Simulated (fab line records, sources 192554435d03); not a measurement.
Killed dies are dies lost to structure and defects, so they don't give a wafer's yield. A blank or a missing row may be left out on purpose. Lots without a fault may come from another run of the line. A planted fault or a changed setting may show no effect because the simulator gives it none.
Split-lot experiment | flow n5_finfet | 7 lots, 21 wafers read, on a route of 1938 steps

THE SPLIT
At N5_PASSIVATION_ETCH_54 (etches SiO2 in CHF3/O2, target depth 880 nm, time 440 s), the setting bias_w was moved away from the recipe's 170 W on 5 of the 21 wafers read, by -14.4% to +12.4%. The other wafers ran this setting at the recipe's value.

The reading is taken at the split's own step.

THE READING
rf_vpp_V, in V, at N5_PASSIVATION_ETCH_54 (etches SiO2 in CHF3/O2, target depth 880 nm, time 440 s). Fault-free wafers of this fab line usually give 529 V, standard deviation 10 V.

wafer  | tool, chamber at the split | bias_w as run, W | against the recipe | rf_vpp_V, V | against lot-mates on the recipe
L074.1 | rie_diel-02, 0             | 178.1            | +4.8%              | 560         | +44
L074.3 | rie_diel-02, 2             | 178.1            | +4.8%              | 535         | +19
L074.5 | rie_diel-02, 2             | 170              | recipe             | 516         | -
L079.1 | rie_diel-02, 3             | 170              | recipe             | 522         | -
L079.4 | rie_diel-02, 2             | 170              | recipe             | 515         | -
L079.5 | rie_diel-02, 2             | 170              | recipe             | 515         | -
L078.3 | rie_diel-02, 1             | 170              | recipe             | 526         | -
L078.4 | rie_diel-02, 2             | 191              | +12.4%             | 566         | +42
L078.5 | rie_diel-02, 3             | 170              | recipe             | 522         | -
L086.3 | rie_diel-01, 3             | 170              | recipe             | 517         | -
L086.4 | rie_diel-01, 2             | 170              | recipe             | 534         | -
L086.6 | rie_diel-01, 0             | 145.5            | -14.4%             | 480         | -46
L090.1 | rie_diel-05, 0             | 170              | recipe             | 515         | -
L090.5 | rie_diel-05, 1             | 170              | recipe             | 545         | -
L090.6 | rie_diel-05, 2             | 170              | recipe             | 527         | -
L091.1 | rie_diel-02, 1             | 170              | recipe             | 524         | -
L091.3 | rie_diel-02, 2             | 158.1            | -7.0%              | 485         | -34
L091.5 | rie_diel-02, 2             | 170              | recipe             | 515         | -
L094.1 | rie_diel-02, 1             | 170              | recipe             | 525         | -
L094.3 | rie_diel-02, 2             | 170              | recipe             | 516         | -
L094.6 | rie_diel-02, 2             | 170              | recipe             | 516         | -

THE FIT
A straight line over all 21 wafers: rf_vpp_V changes by +3.63 V for each +1% of bias_w; r = +0.88; the points scatter about the line by 9.6 V.
The same after taking each lot's own level away (the mean of its wafers on the recipe; 21 wafers): +3.77 V for each +1%; r = +0.90; scatter 9 V.
On that fit, the largest move of bias_w shifts the reading by 54 V.
The lots' own levels span 516.0 to 529.0 V, that is 1.3 times the standard deviation above.
So the lot-to-lot level changes the slope little: the two slopes agree.
Check: with one of the wafers moved furthest among these (-14.4%) left out of the fit, the line predicts -61.2 V for it against its lot-mates. It came out at -45.5 V against them.
Tool readings at the split's step, against how far the setting was moved: rf_vpp_V r = +0.88.

OTHER SPLITS ON THESE WAFERS
These wafers also went through other splits before the reading. Each is held against what the fit with the lots' levels taken away leaves over:
other split on the same wafers     | wafers away from the commonest value | r with rf_vpp_V (lot level and that fit taken away)
N5_MIM_BOT_LITHO_EXPOSE_05 dose_mj | 7                                    | +0.00

THE FILE'S OWN FIT
rf_vpp_V changes by +3.61 V for each +1% of bias_w, r = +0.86.
